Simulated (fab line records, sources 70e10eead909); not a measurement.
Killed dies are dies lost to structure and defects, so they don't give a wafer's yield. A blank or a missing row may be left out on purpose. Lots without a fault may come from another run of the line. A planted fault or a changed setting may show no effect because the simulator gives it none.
Chamber matching | flow nand_harc | NHARC_A_CONTACT_ETCH_89 on rie_diel-03: 4 sister chambers
The step etches the open film in N2/H2, target depth 260 nm, time 475.3 s. 7 wafers are shown with their chamber, then 6 later ones without.

WAFERS WITH THEIR CHAMBER
wafer  | chamber | drypump_motor_current_A (A) | rf_vpp_V (V)
L623.4 | 2       | 6.0                         | 432
L641.2 | 3       | 5.7                         | 425
L641.3 | 1       | 5.7                         | 431
L641.6 | 0       | 6.0                         | 436
L642.4 | 0       | 6.0                         | 434
L642.5 | 3       | 5.7                         | 425
L642.6 | 1       | 5.8                         | 431

WAFERS WITHOUT THEIR CHAMBER
wafer  | drypump_motor_current_A (A) | rf_vpp_V (V)
L643.2 | 5.8                         | 432
L643.3 | 6.0                         | 431
L643.6 | 6.0                         | 431
L644.3 | 6.0                         | 430
L644.4 | 6.0                         | 431
L644.5 | 5.7                         | 427

WHICH CHAMBER EACH WENT THROUGH
wafer  | from the rows above | in truth
L643.2 | 1                   | 1
L643.3 | 2                   | 2
L643.6 | 2                   | 2
L644.3 | 2                   | 2
L644.4 | 2                   | 2
L644.5 | 3                   | 3
Placed correctly: 6 of 6. Can't be placed from these rows: 0. Placed wrongly: 0.
How it was worked out, from the rows above alone: a wafer's distance from a chamber is the root of the sum, over the readings, of the square of ((its reading less the chamber's mean) divided by the reading's scatter). The wafer belongs to the nearest chamber; if the next one is less than 2 further off, it can't be placed. A chamber's mean is the mean of its shown wafers. The scatter: the root of (the sum of the squares of (reading less its chamber's mean) over the shown wafers, divided by (wafers less chambers)).
